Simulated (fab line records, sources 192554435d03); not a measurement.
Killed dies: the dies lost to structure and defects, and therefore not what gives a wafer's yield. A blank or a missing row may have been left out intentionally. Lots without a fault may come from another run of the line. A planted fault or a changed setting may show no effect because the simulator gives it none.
Chamber matching -- flow n5_finfet -- 4 sister chambers for N5_BEOL_M12_ETCH_67 on rie_diel-02
The step etches SiARC in CF4, target depth 143 nm, time 238.3 s. 14 wafers are shown with their chamber, then 7 later ones without.

WAFERS WITH THEIR CHAMBER
wafer,chamber,showerhead_plenum_p_Torr (Torr),drypump_motor_current_A (A),rf_vpp_V (V)
L074.3,0,2.03,5.3,182.8
L074.4,2,2.19,5.2,185.0
L074.5,0,2.03,5.3,183.1
L075.2,0,2.03,5.3,183.0
L075.5,2,2.19,5.2,184.0
L075.6,1,2.20,6.3,185.8
L079.3,2,2.19,5.2,184.8
L079.4,2,2.19,5.2,184.9
L079.6,0,2.03,5.3,182.6
L082.2,2,2.19,5.3,183.5
L082.3,3,2.12,5.6,184.3
L082.6,3,2.12,5.6,183.6
L085.1,2,2.19,5.2,184.6
L085.4,3,2.11,5.6,184.9

SIGNATURES (averages over the wafers above)
reading,chamber 0,chamber 1,chamber 2,chamber 3,scatter within a chamber
showerhead_plenum_p_Torr,2.0300,2.2000,2.1900,2.1167,0.00258
drypump_motor_current_A,5.300,6.300,5.217,5.600,0.0289
rf_vpp_V,182.875,185.800,184.467,184.267,0.524
Rule: a wafer lies at a distance from a chamber equal to the root of the sum of squares, over the readings, of (its reading less the chamber's mean, divided by the reading's scatter). The wafer belongs to the nearest chamber; if the next one is less than 2 further off, it can't be placed. The scatter is the square root of a quotient: the sum, over the shown wafers, of each reading's squared deviation from its chamber's mean, divided by wafers minus chambers.

WAFERS WHOSE CHAMBER IS MISSING
wafer,showerhead_plenum_p_Torr (Torr),drypump_motor_current_A (A),rf_vpp_V (V)
L085.6,2.19,6.2,184.6
L087.1,2.11,5.6,183.0
L087.4,2.18,5.2,186.0
L087.5,2.19,6.2,184.9
L090.1,2.18,5.2,184.5
L090.2,2.19,6.2,184.4
L090.5,2.11,5.6,184.5

THE CHAMBER EACH PASSED THROUGH
wafer,from the rows above,in truth
L085.6,1,1
L087.1,3,3
L087.4,2,2
L087.5,1,1
L090.1,2,2
L090.2,1,1
L090.5,3,3
Correct placement for 7 of the 7. Number that these rows cannot place: 0. 0 placed wrongly.
